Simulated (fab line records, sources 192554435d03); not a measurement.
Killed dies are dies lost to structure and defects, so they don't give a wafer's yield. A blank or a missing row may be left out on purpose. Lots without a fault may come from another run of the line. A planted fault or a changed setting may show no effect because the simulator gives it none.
Which tool did it? | flow n5_finfet | 24 lots, 72 wafers sampled, at 6 steps of a route of 1938

WHAT THE GAUGES READ, wafer by wafer
The record holds no reading of a measuring or inspecting step that can be judged against a usual standard deviation.

WHICH TOOL RAN EACH LOT (tool, then ch and the chambers of the sampled wafers, then the start)
lot  | N5_BEOL_M0_SAQP_STRIP_75           | N5_BEOL_M0_DEGAS_112         | N5_BEOL_M0_PRE_CLEAN_113     | N5_BEOL_M0_SURFACE_TREAT_137 | N5_BEOL_M0_SPUTTER_132       | N5_BEOL_M0_SPUTTER_134
L074 | rie_diel-04 ch 0,1, day 5 23:32    | pvd_sputter-03, day 6 02:11  | pvd_sputter-03, day 6 02:13  | pvd_sputter-03, day 6 02:35  | pvd_sputter-03, day 6 03:25  | pvd_sputter-03, day 6 03:32
L075 | rie_diel-05 ch 0,1,3, day 6 04:10  | pvd_sputter-01, day 6 08:16  | pvd_sputter-01, day 6 08:19  | pvd_sputter-01, day 6 08:40  | pvd_sputter-01, day 6 09:01  | pvd_sputter-01, day 6 09:08
L076 | rie_diel-03 ch 1,2,3, day 6 07:01  | pvd_sputter-02, day 6 09:10  | pvd_sputter-02, day 6 09:12  | pvd_sputter-02, day 6 09:34  | pvd_sputter-03, day 6 10:08  | pvd_sputter-03, day 6 10:15
L077 | rie_diel-05 ch 1,3, day 6 18:19    | pvd_sputter-03, day 6 20:14  | pvd_sputter-03, day 6 20:16  | pvd_sputter-02, day 6 20:34  | pvd_sputter-03, day 6 22:26  | pvd_sputter-03, day 6 22:33
L078 | rie_diel-03 ch 0,1,3, day 6 22:05  | pvd_sputter-03, day 7 00:58  | pvd_sputter-03, day 7 01:01  | pvd_sputter-01, day 7 01:23  | pvd_sputter-02, day 7 03:05  | pvd_sputter-02, day 7 03:13
L079 | rie_diel-05 ch 0,1,2, day 7 04:10  | pvd_sputter-03, day 7 11:59  | pvd_sputter-03, day 7 12:01  | pvd_sputter-01, day 7 12:22  | pvd_sputter-02, day 7 12:41  | pvd_sputter-02, day 7 12:48
L080 | rie_diel-04 ch 1,2,3, day 7 14:03  | pvd_sputter-02, day 7 17:42  | pvd_sputter-02, day 7 17:44  | pvd_sputter-01, day 7 18:15  | pvd_sputter-02, day 7 18:36  | pvd_sputter-02, day 7 18:43
L081 | rie_diel-04 ch 0,2,3, day 7 16:20  | pvd_sputter-02, day 7 19:05  | pvd_sputter-02, day 7 19:07  | pvd_sputter-02, day 7 19:29  | pvd_sputter-02, day 7 20:04  | pvd_sputter-02, day 7 20:11
L082 | rie_diel-03 ch 0,2,3, day 7 17:29  | pvd_sputter-03, day 7 21:08  | pvd_sputter-03, day 7 21:11  | pvd_sputter-02, day 7 21:49  | pvd_sputter-03, day 7 23:13  | pvd_sputter-03, day 7 23:20
L083 | rie_diel-05 ch 0,1,3, day 8 00:42  | pvd_sputter-02, day 8 03:05  | pvd_sputter-02, day 8 03:07  | pvd_sputter-01, day 8 03:28  | pvd_sputter-02, day 8 03:46  | pvd_sputter-02, day 8 03:53
L084 | rie_diel-05 ch 0,1,3, day 8 07:58  | pvd_sputter-02, day 8 18:26  | pvd_sputter-02, day 8 18:28  | pvd_sputter-03, day 8 18:47  | pvd_sputter-02, day 8 19:07  | pvd_sputter-02, day 8 19:14
L085 | rie_diel-04 ch 0,1,2, day 8 19:15  | pvd_sputter-02, day 8 22:17  | pvd_sputter-02, day 8 22:20  | pvd_sputter-02, day 9 00:13  | pvd_sputter-03, day 9 00:32  | pvd_sputter-03, day 9 00:39
L086 | rie_diel-05 ch 1,2,3, day 9 01:04  | pvd_sputter-01, day 9 03:53  | pvd_sputter-01, day 9 03:55  | pvd_sputter-03, day 9 04:23  | pvd_sputter-02, day 9 06:07  | pvd_sputter-02, day 9 06:14
L087 | rie_diel-03 ch 0,1,3, day 9 02:05  | pvd_sputter-03, day 9 03:49  | pvd_sputter-03, day 9 03:51  | pvd_sputter-01, day 9 04:17  | pvd_sputter-02, day 9 05:38  | pvd_sputter-02, day 9 05:45
L088 | rie_diel-05 ch 0,1, day 9 04:45    | pvd_sputter-01, day 9 06:47  | pvd_sputter-01, day 9 06:49  | pvd_sputter-03, day 9 07:20  | pvd_sputter-01, day 9 07:51  | pvd_sputter-01, day 9 07:58
L089 | rie_diel-03 ch 1,2, day 9 15:55    | pvd_sputter-02, day 9 21:45  | pvd_sputter-02, day 9 21:47  | pvd_sputter-02, day 9 22:23  | pvd_sputter-02, day 9 22:51  | pvd_sputter-02, day 9 22:58
L090 | rie_diel-05 ch 1,2, day 9 19:07    | pvd_sputter-01, day 10 00:31 | pvd_sputter-01, day 10 00:34 | pvd_sputter-01, day 10 01:04 | pvd_sputter-03, day 10 01:49 | pvd_sputter-03, day 10 01:56
L091 | rie_diel-05 ch 0,2, day 10 04:24   | pvd_sputter-01, day 10 07:22 | pvd_sputter-01, day 10 07:25 | pvd_sputter-01, day 10 07:53 | pvd_sputter-03, day 10 08:22 | pvd_sputter-03, day 10 08:29
L092 | rie_diel-04 ch 0,1, day 10 09:20   | pvd_sputter-01, day 10 12:22 | pvd_sputter-01, day 10 12:25 | pvd_sputter-01, day 10 12:47 | pvd_sputter-01, day 10 14:56 | pvd_sputter-01, day 10 15:04
L093 | rie_diel-03 ch 1,2, day 10 13:28   | pvd_sputter-02, day 10 16:31 | pvd_sputter-02, day 10 16:34 | pvd_sputter-03, day 10 17:01 | pvd_sputter-03, day 10 17:20 | pvd_sputter-03, day 10 17:27
L094 | rie_diel-05 ch 2,3, day 10 23:42   | pvd_sputter-01, day 11 05:38 | pvd_sputter-01, day 11 05:41 | pvd_sputter-02, day 11 06:02 | pvd_sputter-01, day 11 06:24 | pvd_sputter-01, day 11 06:31
L095 | rie_diel-05 ch 0,1, day 11 02:37   | pvd_sputter-01, day 11 07:11 | pvd_sputter-01, day 11 07:13 | pvd_sputter-01, day 11 07:52 | pvd_sputter-01, day 11 08:25 | pvd_sputter-01, day 11 08:32
L097 | rie_diel-05 ch 0,1,2, day 11 09:19 | pvd_sputter-02, day 11 15:02 | pvd_sputter-02, day 11 15:05 | pvd_sputter-01, day 11 15:28 | pvd_sputter-02, day 11 17:22 | pvd_sputter-02, day 11 17:29
L096 | rie_diel-05 ch 0,3, day 11 12:07   | pvd_sputter-03, day 11 15:08 | pvd_sputter-03, day 11 15:10 | pvd_sputter-03, day 11 15:37 | pvd_sputter-03, day 11 17:37 | pvd_sputter-03, day 11 17:44
- N5_BEOL_M0_SAQP_STRIP_75: strips in CF4.
- N5_BEOL_M0_DEGAS_112: time 60 s.
- N5_BEOL_M0_PRE_CLEAN_113: time 30 s.
- N5_BEOL_M0_SURFACE_TREAT_137
- N5_BEOL_M0_SPUTTER_132: material Cu, target thk 4 nm, time 7.37 s.
- N5_BEOL_M0_SPUTTER_134: material Cu, target thk 4 nm, time 7.37 s.

WHAT THE TOOLS THEMSELVES READ (means of the sampled wafers that have a number; where no wafer has one, the mark that the record gives instead)
N5_BEOL_M0_SAQP_STRIP_75.
lot  | tool        | drypump_motor_current_A (A) | oes_product_au (a.u.) | rf_vpp_V (V) | showerhead_plenum_p_Torr (Torr) | throttle_valve_pct (%)
L074 | rie_diel-04 | 5.9                         | 0.209                 | 273.2        | 1.88                            | 13.24
L075 | rie_diel-05 | 5.7                         | 0.181                 | 272.6        | 1.84                            | 13.52
L076 | rie_diel-03 | 5.4                         | 0.189                 | 272.8        | 1.86                            | 13.51
L077 | rie_diel-05 | 5.7                         | 0.187                 | 271.6        | 1.84                            | 13.59
L078 | rie_diel-03 | 5.5                         | 0.195                 | 271.4        | 1.82                            | 13.56
L079 | rie_diel-05 | 5.6                         | 0.169                 | 272.1        | 1.85                            | 13.63
L080 | rie_diel-04 | 5.9                         | 0.189                 | 271.2        | 1.79                            | 13.46
L081 | rie_diel-04 | 5.7                         | 0.196                 | 271.6        | 1.80                            | 13.30
L082 | rie_diel-03 | 5.7                         | 0.194                 | 272.1        | 1.82                            | 13.55
L083 | rie_diel-05 | 5.7                         | 0.179                 | 271.8        | 1.84                            | 13.55
L084 | rie_diel-05 | 5.7                         | 0.179                 | 273.0        | 1.84                            | 13.56
L085 | rie_diel-04 | 6.0                         | 0.191                 | 272.8        | 1.83                            | 13.38
L086 | rie_diel-05 | 5.6                         | 0.176                 | 273.1        | 1.84                            | 13.72
L087 | rie_diel-03 | 5.5                         | 0.191                 | 270.9        | 1.81                            | 13.60
L088 | rie_diel-05 | 6.1                         | 0.165                 | 271.8        | 1.84                            | 13.67
L089 | rie_diel-03 | 5.4                         | 0.194                 | 273.0        | 1.89                            | 13.43
L090 | rie_diel-05 | 5.6                         | 0.164                 | 271.6        | 1.84                            | 13.84
L091 | rie_diel-05 | 5.3                         | 0.166                 | 273.8        | 1.85                            | 13.67
L092 | rie_diel-04 | 5.8                         | 0.197                 | 273.6        | 1.87                            | 13.32
L093 | rie_diel-03 | 5.6                         | 0.194                 | 273.8        | 1.89                            | 13.41
L094 | rie_diel-05 | 5.2                         | 0.176                 | 271.8        | 1.85                            | 13.73
L095 | rie_diel-05 | 5.8                         | 0.167                 | 272.4        | 1.83                            | 13.55
L097 | rie_diel-05 | 5.7                         | 0.164                 | 271.9        | 1.84                            | 13.71
L096 | rie_diel-05 | 5.4                         | 0.179                 | 272.5        | 1.84                            | 13.45

N5_BEOL_M0_DEGAS_112.
lot  | tool           | heater_power_w (W)
L074 | pvd_sputter-03 | 355
L075 | pvd_sputter-01 | 371
L076 | pvd_sputter-02 | 357
L077 | pvd_sputter-03 | 355
L078 | pvd_sputter-03 | 321
L079 | pvd_sputter-03 | 329
L080 | pvd_sputter-02 | 297
L081 | pvd_sputter-02 | 308
L082 | pvd_sputter-03 | 338
L083 | pvd_sputter-02 | 413
L084 | pvd_sputter-02 | 359
L085 | pvd_sputter-02 | 364
L086 | pvd_sputter-01 | 367
L087 | pvd_sputter-03 | 350
L088 | pvd_sputter-01 | 366
L089 | pvd_sputter-02 | 358
L090 | pvd_sputter-01 | 371
L091 | pvd_sputter-01 | 356
L092 | pvd_sputter-01 | 318
L093 | pvd_sputter-02 | 356
L094 | pvd_sputter-01 | 345
L095 | pvd_sputter-01 | 343
L097 | pvd_sputter-02 | 349
L096 | pvd_sputter-03 | 354

N5_BEOL_M0_PRE_CLEAN_113.
lot  | tool           | heater_power_w (W)
L074 | pvd_sputter-03 | 354
L075 | pvd_sputter-01 | 366
L076 | pvd_sputter-02 | 352
L077 | pvd_sputter-03 | 349
L078 | pvd_sputter-03 | 315
L079 | pvd_sputter-03 | 337
L080 | pvd_sputter-02 | 301
L081 | pvd_sputter-02 | 304
L082 | pvd_sputter-03 | 337
L083 | pvd_sputter-02 | 412
L084 | pvd_sputter-02 | 351
L085 | pvd_sputter-02 | 358
L086 | pvd_sputter-01 | 370
L087 | pvd_sputter-03 | 353
L088 | pvd_sputter-01 | 365
L089 | pvd_sputter-02 | 359
L090 | pvd_sputter-01 | 360
L091 | pvd_sputter-01 | 355
L092 | pvd_sputter-01 | 315
L093 | pvd_sputter-02 | 361
L094 | pvd_sputter-01 | 347
L095 | pvd_sputter-01 | 341
L097 | pvd_sputter-02 | 353
L096 | pvd_sputter-03 | 352

N5_BEOL_M0_SPUTTER_132.
lot  | tool           | substrate_temp_c (C) | throttle_valve_pct (%)
L074 | pvd_sputter-03 | -20.11               | 31.2
L075 | pvd_sputter-01 | -19.97               | 28.8
L076 | pvd_sputter-03 | -19.98               | 29.4
L077 | pvd_sputter-03 | -20.06               | 31.0
L078 | pvd_sputter-02 | -19.91               | 29.2
L079 | pvd_sputter-02 | -20.01               | 28.6
L080 | pvd_sputter-02 | -20.04               | 28.7
L081 | pvd_sputter-02 | -19.96               | 29.3
L082 | pvd_sputter-03 | -19.97               | 29.9
L083 | pvd_sputter-02 | -19.97               | 29.4
L084 | pvd_sputter-02 | -20.04               | 28.7
L085 | pvd_sputter-03 | -19.95               | 30.0
L086 | pvd_sputter-02 | -19.89               | 29.9
L087 | pvd_sputter-02 | -19.94               | 28.5
L088 | pvd_sputter-01 | -20.04               | 29.6
L089 | pvd_sputter-02 | -20.01               | 29.5
L090 | pvd_sputter-03 | -20.06               | 30.3
L091 | pvd_sputter-03 | -19.92               | 31.1
L092 | pvd_sputter-01 | -20.00               | 29.4
L093 | pvd_sputter-03 | -20.03               | 29.8
L094 | pvd_sputter-01 | -20.06               | 29.1
L095 | pvd_sputter-01 | -19.89               | 29.9
L097 | pvd_sputter-02 | -20.15               | 28.4
L096 | pvd_sputter-03 | -20.04               | 30.8

N5_BEOL_M0_SPUTTER_134.
lot  | tool           | substrate_temp_c (C) | throttle_valve_pct (%)
L074 | pvd_sputter-03 | -19.99               | 31.0
L075 | pvd_sputter-01 | -20.07               | 28.8
L076 | pvd_sputter-03 | -20.05               | 29.1
L077 | pvd_sputter-03 | -19.99               | 30.8
L078 | pvd_sputter-02 | -20.14               | 29.3
L079 | pvd_sputter-02 | -19.95               | 28.6
L080 | pvd_sputter-02 | -19.96               | 28.6
L081 | pvd_sputter-02 | -20.06               | 29.3
L082 | pvd_sputter-03 | -19.94               | 30.1
L083 | pvd_sputter-02 | -20.05               | 29.5
L084 | pvd_sputter-02 | -19.98               | 28.5
L085 | pvd_sputter-03 | -20.03               | 30.0
L086 | pvd_sputter-02 | -20.09               | 30.2
L087 | pvd_sputter-02 | -19.90               | 28.8
L088 | pvd_sputter-01 | -20.07               | 29.7
L089 | pvd_sputter-02 | -19.87               | 29.5
L090 | pvd_sputter-03 | -19.89               | 30.2
L091 | pvd_sputter-03 | -19.87               | 31.1
L092 | pvd_sputter-01 | -20.08               | 29.6
L093 | pvd_sputter-03 | -20.09               | 30.0
L094 | pvd_sputter-01 | -19.95               | 29.1
L095 | pvd_sputter-01 | -19.89               | 29.8
L097 | pvd_sputter-02 | -19.95               | 28.3
L096 | pvd_sputter-03 | -20.00               | 30.7

THE ANSWER, worked out from the rows above alone
Rule: what is usual is taken from the lots themselves. Put in order of their means at a reading, lots are off if they are a third of the lots or fewer, leave a main group of 4 or more, and stand apart from it by a gap of 3 or more times the standard deviation of the main group's means; of several such gaps the widest counts. A main group whose means are all the same, to the digits that the tables above print for the reading, isn't used. A lot without any number at a reading at which 4 lots or more have one is off too. The other lots that the step has rows for count as sound. The gauges are gone through in route order, then the tools' own readings, and for those a lot's mean is taken as printed above. The first step at which some lot is off is used, and at that step the reading that is off furthest; a lot without a number counts as furthest.
No lot is off at any reading shown: from this, nothing can be told.

WHAT THE SIMULATOR HAD PUT IN
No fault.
